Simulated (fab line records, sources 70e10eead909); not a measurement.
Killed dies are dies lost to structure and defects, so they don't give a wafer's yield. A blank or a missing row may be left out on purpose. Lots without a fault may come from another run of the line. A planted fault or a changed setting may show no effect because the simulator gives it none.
Chamber matching | flow nand_harc | NHARC_A_STAIRCASE_TRIM_12 on rie_diel-12: 4 sister chambers
The step chemistry O2, time 211.2 s. 4 wafers are shown with their chamber, then 12 later ones without.

WAFERS WITH THEIR CHAMBER
wafer  | chamber | showerhead_plenum_p_Torr (Torr)
L092.5 | 2       | 3.30
L086.1 | 3       | 3.66
L086.2 | 0       | 3.39
L086.6 | 1       | 3.68

WAFERS WITHOUT THEIR CHAMBER
wafer  | showerhead_plenum_p_Torr (Torr)
L094.1 | 3.68
L094.2 | 3.29
L094.3 | 3.66
L093.3 | 3.65
L093.4 | 3.68
L093.6 | 3.39
L095.1 | 3.66
L095.4 | 3.39
L095.5 | 3.68
L097.2 | 3.68
L097.3 | 3.29
L097.5 | 3.39

WHICH CHAMBER EACH WENT THROUGH
wafer  | from the rows above | in truth
L094.1 | 1                   | 1
L094.2 | 2                   | 2
L094.3 | 3                   | 3
L093.3 | 3                   | 3
L093.4 | 1                   | 1
L093.6 | 0                   | 0
L095.1 | 3                   | 3
L095.4 | 0                   | 0
L095.5 | 1                   | 1
L097.2 | 1                   | 1
L097.3 | 2                   | 2
L097.5 | 0                   | 0
Placed correctly: 12 of 12. Can't be placed from these rows: 0. Placed wrongly: 0.
How it was worked out, from the rows above alone: a wafer's distance from a chamber is the root of the sum, over the readings, of the square of ((its reading less the chamber's mean) divided by the reading's scatter). The wafer belongs to the nearest chamber; if the next one is less than 2 further off, it can't be placed. A chamber's mean is the mean of its shown wafers. The scatter: with one shown wafer a chamber, the root of the mean of the squares of how far each hidden wafer lies from its nearest shown one.
